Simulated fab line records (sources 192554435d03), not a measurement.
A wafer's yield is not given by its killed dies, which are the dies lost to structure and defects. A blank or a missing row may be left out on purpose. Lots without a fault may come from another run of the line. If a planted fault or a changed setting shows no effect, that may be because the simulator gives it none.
Split-lot study    flow n5Finfet    7 lots, 21 wafers read, on a route of 1938 steps

THE SPLIT
At N5_BEOL_M10_ETCH_41 (etches SiCN in CH3F/O2, target depth 42.6 nm, time 86 s), the setting sourceW was moved away from the recipe's 395 W on 7 of the 21 wafers read, by -16.1% to +11.6%. This setting was run at the recipe's value on the other wafers.

Reading taken at the split's own step.

THE READING
rfVppV, in V, at N5_BEOL_M10_ETCH_41 (etches SiCN in CH3F/O2, target depth 42.6 nm, time 86 s). A value of 297.9 V with a standard deviation of 1.8 V is what fault-free wafers of this fab line usually give.

wafer   tool, chamber at the split  sourceW as run, W  against the recipe  rfVppV, V  against lot-mates on the recipe
L081.1  rieDiel-03, 1               395                recipe              298.9      -
L081.3  rieDiel-03, 3               338.5              -14.3%              315.2      +16.3
L081.6  rieDiel-03, 2               338.5              -14.3%              316.5      +17.6
L086.2  rieDiel-05, 3               395                recipe              296.3      -
L086.5  rieDiel-05, 2               395                recipe              296.3      -
L086.6  rieDiel-05, 1               395                recipe              295.9      -
L087.3  rieDiel-05, 3               365                -7.6%               303.3      +6.6
L087.4  rieDiel-05, 1               365                -7.6%               303.2      +6.5
L087.5  rieDiel-05, 3               395                recipe              296.7      -
L093.1  rieDiel-03, 2               395                recipe              299.6      -
L093.3  rieDiel-03, 1               395                recipe              300.0      -
L093.4  rieDiel-03, 0               395                recipe              295.4      -
L094.2  rieDiel-05, 3               395                recipe              295.8      -
L094.3  rieDiel-05, 2               395                recipe              296.2      -
L094.4  rieDiel-05, 1               395                recipe              294.9      -
L095.1  rieDiel-05, 0               395                recipe              297.9      -
L095.3  rieDiel-05, 2               331.3              -16.1%              314.0      +16.3
L095.4  rieDiel-05, 3               395                recipe              297.5      -
L097.1  rieDiel-01, 2               440.8              +11.6%              288.1      -8.4
L097.2  rieDiel-01, 3               395                recipe              296.5      -
L097.4  rieDiel-01, 0               440.8              +11.6%              286.8      -9.7

THE FIT
A straight line over all 21 wafers: rfVppV changes by -1.06 V for each +1% of sourceW; r = -0.97; the points scatter about the line by 2 V.
The same after taking each lot's own level away (the mean of its wafers on the recipe; 21 wafers): -0.989 V for each +1%; r = -0.98; scatter 1.5 V.
According to that fit, moving sourceW by its largest amount changes the reading by 16 V.
The span of the lots' own levels, 295.63 to 298.90 V, comes to 1.8 times the standard deviation stated above.
The two slopes are in agreement: the lot-to-lot level therefore moves the slope only a little.
Check: for one of the wafers moved furthest among these (-16.1%), held out of the fit, the line's prediction against its lot-mates is +16.4 V. It came out at +16.3 V against them.
Tool readings at the split's step, against how far the setting was moved: rfVppV r = -0.97.

OTHER SPLITS APPLIED TO THESE WAFERS
Other splits were also applied to these wafers ahead of the reading. Each is held against what the fit with the lots' levels taken away leaves over:
other split on the same wafers   wafers away from the commonest value  r with rfVppV (lot level and that fit taken away)
N5_BEOL_M8_HM_DEP_02 targetThkA  5                                     -0.03
N5_BEOL_M9_HM_DEP_02 targetThkA  2                                     +0.38
N5_BEOL_M9_EXPOSE_08 doseMj      5                                     +0.08

THE FILE'S OWN FIT
rfVppV changes by -1 V for each +1% of sourceW, r = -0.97.
